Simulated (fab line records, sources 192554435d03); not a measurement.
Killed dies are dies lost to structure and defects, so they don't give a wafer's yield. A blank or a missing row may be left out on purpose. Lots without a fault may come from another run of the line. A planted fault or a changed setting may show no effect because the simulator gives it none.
Chamber matching | flow n5_finfet | N5_BEOL_M6_STRIP_19 on rie_diel-01: 4 sister chambers
The step strips in O2. 16 wafers are shown with their chamber, then 8 later ones without.

WAFERS WITH THEIR CHAMBER
wafer  | chamber | showerhead_plenum_p_Torr (Torr) | drypump_motor_current_A (A) | oes_product_au (a.u.)
L074.3 | 1       | 2.26                            | 5.1                         | 0.96
L074.4 | 2       | 2.11                            | 5.6                         | 0.77
L074.6 | 1       | 2.26                            | 5.0                         | 0.96
L078.3 | 2       | 2.11                            | 5.7                         | 0.76
L078.5 | 0       | 2.03                            | 6.2                         | 0.81
L078.6 | 3       | 2.02                            | 6.1                         | 0.77
L081.1 | 1       | 2.25                            | 5.0                         | 0.90
L081.3 | 0       | 2.02                            | 6.2                         | 0.81
L081.6 | 3       | 2.02                            | 6.2                         | 0.76
L085.2 | 0       | 2.02                            | 6.2                         | 0.80
L085.3 | 3       | 2.02                            | 6.2                         | 0.75
L085.4 | 1       | 2.25                            | 5.0                         | 0.88
L087.1 | 0       | 2.02                            | 6.2                         | 0.80
L087.4 | 3       | 2.02                            | 6.2                         | 0.74
L087.5 | 3       | 2.02                            | 6.2                         | 0.75
L088.1 | 3       | 2.01                            | 6.2                         | 0.75

SIGNATURES (means of the wafers above)
reading                  | chamber 0 | chamber 1 | chamber 2 | chamber 3 | scatter within a chamber
showerhead_plenum_p_Torr | 2.0225    | 2.2550    | 2.1100    | 2.0183    | 0.00464
drypump_motor_current_A  | 6.200     | 5.025     | 5.650     | 6.183     | 0.0417
oes_product_au           | 0.8050    | 0.9250    | 0.7650    | 0.7533    | 0.022
Rule: a wafer's distance from a chamber is the root of the sum, over the readings, of the square of ((its reading less the chamber's mean) divided by the reading's scatter). The wafer belongs to the nearest chamber; if the next one is less than 2 further off, it can't be placed. The scatter: the root of (the sum of the squares of (reading less its chamber's mean) over the shown wafers, divided by (wafers less chambers)).

WAFERS WITHOUT THEIR CHAMBER
wafer  | showerhead_plenum_p_Torr (Torr) | drypump_motor_current_A (A) | oes_product_au (a.u.)
L088.3 | 2.10                            | 5.6                         | 0.75
L088.6 | 2.10                            | 5.6                         | 0.75
L091.2 | 2.10                            | 5.6                         | 0.74
L091.4 | 2.02                            | 6.2                         | 0.78
L091.5 | 2.10                            | 5.7                         | 0.74
L097.2 | 2.09                            | 5.6                         | 0.73
L097.3 | 2.01                            | 6.2                         | 0.73
L097.5 | 2.01                            | 6.2                         | 0.76

WHICH CHAMBER EACH WENT THROUGH
wafer  | from the rows above     | in truth
L088.3 | 2                       | 2
L088.6 | 2                       | 2
L091.2 | 2                       | 2
L091.4 | can't be placed: 0 or 3 | 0
L091.5 | 2                       | 2
L097.2 | 2                       | 2
L097.3 | 3                       | 3
L097.5 | can't be placed: 3 or 0 | 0
Placed correctly: 6 of 8. Can't be placed from these rows: 2 (the true chamber is among the candidates in 2). Placed wrongly: 0.
